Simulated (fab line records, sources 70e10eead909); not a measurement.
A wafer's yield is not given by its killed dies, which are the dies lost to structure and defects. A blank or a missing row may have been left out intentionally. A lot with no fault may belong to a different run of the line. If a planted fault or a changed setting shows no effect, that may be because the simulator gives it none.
Matching of chambers | flow nand_harc | NHARC_THIN_TSV_CMP_21 on cmp-03 has 4 sister chambers
The step polishes, t overpolish 30 s, target thk 2000 nm. 14 wafers are shown with their chamber, then 7 later ones without.

== WAFERS, EACH WITH ITS CHAMBER ==
wafer  | chamber | motor_current_A (A) | overpolish_run_s (s)
L342.2 | 2       | 10.5                | 30.001
L342.5 | 1       | 11.4                | 30.008
L342.6 | 2       | 10.2                | 29.997
L345.1 | 0       | 13.0                | 29.994
L345.2 | 2       | 10.1                | 30.007
L345.5 | 3       | 11.8                | 29.995
L346.2 | 0       | 13.9                | 30.005
L346.3 | 1       | 12.2                | 29.988
L346.6 | 3       | 11.4                | 29.996
L343.1 | 3       | 10.8                | 29.993
L343.2 | 2       | 9.8                 | 29.995
L343.3 | 0       | 13.9                | 29.999
L352.1 | 2       | 10.5                | 29.995
L352.2 | 1       | 11.4                | 30.010

SIGNATURES (means of the wafers above)
reading          | chamber 0 | chamber 1 | chamber 2 | chamber 3 | scatter within a chamber
motor_current_A  | 13.600    | 11.667    | 10.220    | 11.333    | 0.427
overpolish_run_s | 29.99933  | 30.00200  | 29.99900  | 29.99467  | 0.00682
Rule: for a wafer and a chamber, the distance is found by dividing, reading by reading, the gap between the wafer's reading and the chamber's mean by the reading's scatter, squaring, summing and taking the root. If the next closest chamber is less than 2 further off than the closest, the wafer can't be placed; otherwise it belongs to the closest. The scatter: the root of (the sum of the squares of (reading less its chamber's mean) over the shown wafers, divided by (wafers less chambers)).

== WAFERS WITH NO CHAMBER GIVEN ==
wafer  | motor_current_A (A) | overpolish_run_s (s)
L352.6 | 11.6                | 30.006
L356.1 | 11.1                | 29.983
L356.5 | 11.4                | 30.002
L356.6 | 10.4                | 29.988
L360.2 | 11.9                | 30.003
L360.3 | 12.9                | 29.996
L360.4 | 10.3                | 29.999

== WHICH CHAMBER EACH ONE RAN IN ==
wafer  | from the rows above          | in truth
L352.6 | can't be placed: 1 or 3      | 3
L356.1 | can't be placed: 3 or 1 or 2 | 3
L356.5 | can't be placed: 1 or 3      | 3
L356.6 | can't be placed: 2 or 3 or 1 | 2
L360.2 | can't be placed: 1 or 3      | 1
L360.3 | can't be placed: 0 or 1 or 3 | 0
L360.4 | 2                            | 2
1 of 7 placed correctly. Unplaceable from these rows: 6, with the true chamber sitting among the candidates in 6. Number placed wrongly: 0.
